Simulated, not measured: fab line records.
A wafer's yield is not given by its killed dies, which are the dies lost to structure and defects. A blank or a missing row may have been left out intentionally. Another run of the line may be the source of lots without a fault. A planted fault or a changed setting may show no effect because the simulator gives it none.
What tool caused it? :: flow nand-harc :: 24 lots, 72 wafers sampled, at 4 steps of a route of 1159

== WHAT THE GAUGES SHOWED, per wafer ==
NHARC_P_M1_THK_MEAS_24: measures by xrf.
lot: L074
measured: day 6 05:55
on: film-metro-01
thk-nm (nm): 157.9 158.0 157.5

lot: L076
measured: day 6 18:04
on: film-metro-01
thk-nm (nm): 158.0 157.6 156.8

lot: L075
measured: day 6 18:24
on: film-metro-02
thk-nm (nm): 156.9 154.4 158.2

lot: L078
measured: day 7 02:32
on: film-metro-01
thk-nm (nm): 159.1 159.8 159.6

lot: L077
measured: day 7 07:11
on: film-metro-01
thk-nm (nm): 159.0 158.5 155.9

lot: L080
measured: day 7 08:04
on: film-metro-01
thk-nm (nm): 158.4 157.3 157.6

lot: L079
measured: day 7 08:46
on: film-metro-01
thk-nm (nm): 156.7 157.8 156.9

lot: L081
measured: day 7 19:04
on: film-metro-02
thk-nm (nm): 158.8 158.1 158.7

lot: L083
measured: day 8 05:19
on: film-metro-02
thk-nm (nm): 159.9 159.3 159.0

lot: L082
measured: day 8 10:25
on: film-metro-02
thk-nm (nm): 156.9 160.2 157.9

lot: L084
measured: day 8 19:37
on: film-metro-01
thk-nm (nm): 158.0 158.9 159.2

lot: L087
measured: day 9 08:50
on: film-metro-01
thk-nm (nm): 158.6 159.0 159.8

lot: L085
measured: day 9 09:14
on: film-metro-02
thk-nm (nm): 157.1 156.1 157.2

lot: L086
measured: day 9 09:25
on: film-metro-02
thk-nm (nm): 157.9 158.3 156.3

lot: L089
measured: day 10 00:33
on: film-metro-02
thk-nm (nm): 157.0 160.2 158.6

lot: L088
measured: day 10 01:15
on: film-metro-01
thk-nm (nm): 158.8 157.7 158.4

lot: L091
measured: day 10 06:48
on: film-metro-01
thk-nm (nm): 157.9 159.2 155.9

lot: L090
measured: day 10 07:30
on: film-metro-02
thk-nm (nm): 160.6 159.1 159.5

lot: L093
measured: day 10 13:55
on: film-metro-01
thk-nm (nm): 159.6 158.5 156.0

lot: L092
measured: day 10 14:20
on: film-metro-01
thk-nm (nm): 159.9 157.4 156.4

lot: L094
measured: day 11 01:45
on: film-metro-01
thk-nm (nm): 157.7 156.3 157.9

lot: L095
measured: day 11 07:29
on: film-metro-02
thk-nm (nm): 158.5 157.1 155.7

lot: L096
measured: day 11 08:28
on: film-metro-02
thk-nm (nm): 160.5 157.2 158.5

lot: L097
measured: day 12 00:56
on: film-metro-01
thk-nm (nm): 158.6 156.0 159.4

NHARC_P_BONDPAD_OVL_MEAS_38.
lot: L074
measured: day 6 12:11
on: overlay-01
overlay-x-nm (nm): 6 7 7
overlay-y-nm (nm): -4 -4 -4

lot: L076
measured: day 7 00:23
on: overlay-01
overlay-x-nm (nm): 14 14 14
overlay-y-nm (nm): 1 0 1

lot: L075
measured: day 7 00:56
on: overlay-01
overlay-x-nm (nm): -4 -4 -5
overlay-y-nm (nm): 0 0 1

lot: L078
measured: day 7 08:47
on: overlay-01
overlay-x-nm (nm): -7 -7 -7
overlay-y-nm (nm): 1 1 1

lot: L077
measured: day 7 13:16
on: overlay-01
overlay-x-nm (nm): 6 6 5
overlay-y-nm (nm): -6 -6 -6

lot: L080
measured: day 7 14:17
on: overlay-02
overlay-x-nm (nm): 1 0 0
overlay-y-nm (nm): 11 11 11

lot: L079
measured: day 7 14:50
on: overlay-01
overlay-x-nm (nm): -1 -1 -1
overlay-y-nm (nm): 2 1 1

lot: L081
measured: day 8 01:45
on: overlay-01
overlay-x-nm (nm): 4 4 4
overlay-y-nm (nm): -3 -2 -2

lot: L083
measured: day 8 11:32
on: overlay-02
overlay-x-nm (nm): 1 1 1
overlay-y-nm (nm): 6 6 6

lot: L082
measured: day 8 16:49
on: overlay-02
overlay-x-nm (nm): -4 -4 -4
overlay-y-nm (nm): -9 -10 -9

lot: L084
measured: day 9 01:50
on: overlay-01
overlay-x-nm (nm): 3 4 4
overlay-y-nm (nm): -4 -5 -4

lot: L087
measured: day 9 15:10
on: overlay-02
overlay-x-nm (nm): 7 6 6
overlay-y-nm (nm): 0 1 0

lot: L085
measured: day 9 15:41
on: overlay-01
overlay-x-nm (nm): 3 3 3
overlay-y-nm (nm): 6 6 6

lot: L086
measured: day 9 16:34
on: overlay-02
overlay-x-nm (nm): -10 -10 -9
overlay-y-nm (nm): -1 -1 -1

lot: L089
measured: day 10 07:05
on: overlay-01
overlay-x-nm (nm): -1 -1 -2
overlay-y-nm (nm): 2 1 1

lot: L088
measured: day 10 07:35
on: overlay-02
overlay-x-nm (nm): -5 -5 -5
overlay-y-nm (nm): 3 3 3

lot: L091
measured: day 10 13:01
on: overlay-01
overlay-x-nm (nm): 0 0 0
overlay-y-nm (nm): 5 5 5

lot: L090
measured: day 10 13:44
on: overlay-02
overlay-x-nm (nm): 2 3 3
overlay-y-nm (nm): -4 -4 -4

lot: L093
measured: day 10 20:19
on: overlay-02
overlay-x-nm (nm): 2 2 3
overlay-y-nm (nm): 4 3 4

lot: L092
measured: day 10 20:34
on: overlay-02
overlay-x-nm (nm): 6 5 5
overlay-y-nm (nm): 1 1 1

lot: L094
measured: day 11 08:35
on: overlay-01
overlay-x-nm (nm): -7 -7 -7
overlay-y-nm (nm): 3 3 3

lot: L095
measured: day 11 13:46
on: overlay-01
overlay-x-nm (nm): -12 -12 -12
overlay-y-nm (nm): -9 -9 -9

lot: L096
measured: day 11 14:31
on: overlay-02
overlay-x-nm (nm): 9 9 10
overlay-y-nm (nm): -5 -5 -5

lot: L097
measured: day 12 07:08
on: overlay-02
overlay-x-nm (nm): -2 -2 -2
overlay-y-nm (nm): 11 11 11

NHARC_P_BONDPAD_THK_MEAS_20: measures by xrf.
lot: L074
measured: day 6 14:40
on: film-metro-02
thk-nm (nm): 162.7 162.3 160.1

lot: L076
measured: day 7 03:22
on: film-metro-02
thk-nm (nm): 159.0 159.1 160.3

lot: L075
measured: day 7 03:52
on: film-metro-01
thk-nm (nm): 159.9 159.7 159.2

lot: L078
measured: day 7 11:16
on: film-metro-02
thk-nm (nm): 160.9 157.9 160.7

lot: L077
measured: day 7 15:44
on: film-metro-02
thk-nm (nm): 163.5 162.6 160.7

lot: L080
measured: day 7 16:46
on: film-metro-02
thk-nm (nm): 160.9 161.0 162.2

lot: L079
measured: day 7 17:35
on: film-metro-01
thk-nm (nm): 161.8 163.2 161.8

lot: L081
measured: day 8 04:19
on: film-metro-01
thk-nm (nm): 160.6 160.0 157.9

lot: L083
measured: day 8 14:10
on: film-metro-02
thk-nm (nm): 159.0 162.4 161.0

lot: L082
measured: day 8 19:19
on: film-metro-02
thk-nm (nm): 158.6 158.1 161.1

lot: L084
measured: day 9 04:42
on: film-metro-01
thk-nm (nm): 160.0 160.5 159.4

lot: L087
measured: day 9 17:58
on: film-metro-01
thk-nm (nm): 161.8 161.2 161.3

lot: L085
measured: day 9 18:11
on: film-metro-01
thk-nm (nm): 160.8 158.8 161.3

lot: L086
measured: day 9 19:11
on: film-metro-01
thk-nm (nm): 160.6 162.3 164.0

lot: L089
measured: day 10 09:35
on: film-metro-02
thk-nm (nm): 162.8 162.5 160.5

lot: L088
measured: day 10 10:05
on: film-metro-02
thk-nm (nm): 160.8 160.9 159.8

lot: L091
measured: day 10 15:29
on: film-metro-02
thk-nm (nm): 158.3 161.8 158.4

lot: L090
measured: day 10 16:16
on: film-metro-02
thk-nm (nm): 160.2 160.2 159.3

lot: L093
measured: day 10 22:49
on: film-metro-02
thk-nm (nm): 160.0 161.9 159.2

lot: L092
measured: day 10 23:07
on: film-metro-01
thk-nm (nm): 159.1 162.4 159.5

lot: L094
measured: day 11 11:11
on: film-metro-02
thk-nm (nm): 160.7 162.7 160.0

lot: L095
measured: day 11 16:14
on: film-metro-02
thk-nm (nm): 159.3 160.9 161.1

lot: L096
measured: day 11 17:01
on: film-metro-01
thk-nm (nm): 161.1 161.6 158.9

lot: L097
measured: day 12 09:36
on: film-metro-02
thk-nm (nm): 160.5 161.2 158.9

== EACH LOT AND THE TOOL THAT RAN IT (in order: tool; ch and the chambers of the sampled wafers; start) ==
lot: L074
NHARC_P_M0_PRE_CLEAN_31: pecvd-04 ch 1,2, day 6 01:40

lot: L076
NHARC_P_M0_PRE_CLEAN_31: pecvd-04 ch 0,1,2, day 6 14:00

lot: L075
NHARC_P_M0_PRE_CLEAN_31: pecvd-01 ch 1,2, day 6 14:26

lot: L078
NHARC_P_M0_PRE_CLEAN_31: pecvd-04 ch 0,1, day 6 22:19

lot: L077
NHARC_P_M0_PRE_CLEAN_31: pecvd-03 ch 0,1,2, day 7 03:11

lot: L080
NHARC_P_M0_PRE_CLEAN_31: pecvd-01 ch 0,1,2, day 7 04:04

lot: L079
NHARC_P_M0_PRE_CLEAN_31: pecvd-04 ch 1,2, day 7 04:56

lot: L081
NHARC_P_M0_PRE_CLEAN_31: pecvd-01 ch 1,2, day 7 15:09

lot: L083
NHARC_P_M0_PRE_CLEAN_31: pecvd-04 ch 1,2, day 8 01:21

lot: L082
NHARC_P_M0_PRE_CLEAN_31: pecvd-03 ch 1,2, day 8 06:22

lot: L084
NHARC_P_M0_PRE_CLEAN_31: pecvd-01 ch 1,2, day 8 15:22

lot: L087
NHARC_P_M0_PRE_CLEAN_31: pecvd-03 ch 1,2, day 9 04:47

lot: L085
NHARC_P_M0_PRE_CLEAN_31: pecvd-03 ch 0,1, day 9 05:08

lot: L086
NHARC_P_M0_PRE_CLEAN_31: pecvd-03 ch 1,2, day 9 05:27

lot: L089
NHARC_P_M0_PRE_CLEAN_31: pecvd-04 ch 1,2, day 9 20:35

lot: L088
NHARC_P_M0_PRE_CLEAN_31: pecvd-03 ch 0,1,2, day 9 21:10

lot: L091
NHARC_P_M0_PRE_CLEAN_31: pecvd-01 ch 0,1,2, day 10 02:43

lot: L090
NHARC_P_M0_PRE_CLEAN_31: pecvd-03 ch 0,2, day 10 03:41

lot: L093
NHARC_P_M0_PRE_CLEAN_31: pecvd-01 ch 0,1,2, day 10 09:47

lot: L092
NHARC_P_M0_PRE_CLEAN_31: pecvd-03 ch 1,2, day 10 10:28

lot: L094
NHARC_P_M0_PRE_CLEAN_31: pecvd-04 ch 0,1,2, day 10 21:48

lot: L095
NHARC_P_M0_PRE_CLEAN_31: pecvd-04 ch 0,1,2, day 11 03:38

lot: L096
NHARC_P_M0_PRE_CLEAN_31: pecvd-03 ch 0,1,2, day 11 04:10

lot: L097
NHARC_P_M0_PRE_CLEAN_31: pecvd-04 ch 0,1, day 11 20:59
- NHARC_P_M0_PRE_CLEAN_31: time 12 s.

== WHAT THE TOOLS THEMSELVES READ (means of the sampled wafers that have a number; where no wafer has one, the mark that the record gives instead) ==
NHARC_P_M0_PRE_CLEAN_31.
lot: L074
tool: pecvd-04
heater-power-w (W): 722

lot: L076
tool: pecvd-04
heater-power-w (W): 655

lot: L075
tool: pecvd-01
heater-power-w (W): 554

lot: L078
tool: pecvd-04
heater-power-w (W): 670

lot: L077
tool: pecvd-03
heater-power-w (W): 633

lot: L080
tool: pecvd-01
heater-power-w (W): 632

lot: L079
tool: pecvd-04
heater-power-w (W): 704

lot: L081
tool: pecvd-01
heater-power-w (W): 608

lot: L083
tool: pecvd-04
heater-power-w (W): 683

lot: L082
tool: pecvd-03
heater-power-w (W): 680

lot: L084
tool: pecvd-01
heater-power-w (W): 618

lot: L087
tool: pecvd-03
heater-power-w (W): 717

lot: L085
tool: pecvd-03
heater-power-w (W): 631

lot: L086
tool: pecvd-03
heater-power-w (W): 663

lot: L089
tool: pecvd-04
heater-power-w (W): 640

lot: L088
tool: pecvd-03
heater-power-w (W): 641

lot: L091
tool: pecvd-01
heater-power-w (W): 652

lot: L090
tool: pecvd-03
heater-power-w (W): 694

lot: L093
tool: pecvd-01
heater-power-w (W): 620

lot: L092
tool: pecvd-03
heater-power-w (W): 649

lot: L094
tool: pecvd-04
heater-power-w (W): 682

lot: L095
tool: pecvd-04
heater-power-w (W): 672

lot: L096
tool: pecvd-03
heater-power-w (W): 707

lot: L097
tool: pecvd-04
heater-power-w (W): 664

== THE ANSWER, worked out from the rows above alone ==
Rule: the usual values come from the lots themselves. The widest of any qualifying gaps counts: lots, ordered by their means at a reading, are off when they make up no more than a third of the lots, leave a main group of 4 or more, and stand apart from it by 3 or more times the standard deviation of that group's means. Not used: any main group whose means are identical at the precision the tables above print for the reading. Also off: a lot with no number at a reading for which 4 or more lots have one. All remaining lots with rows at the step are treated as sound. After the gauges, taken in route order, come the tools' own readings; for these a lot's mean is taken, as printed above. The first step at which some lot is off is used, and at that step the reading that is off furthest; a lot without a number counts as furthest.
None of the lots is off at any reading shown; this tells nothing.

== WHAT WAS PUT IN BY THE SIMULATOR ==
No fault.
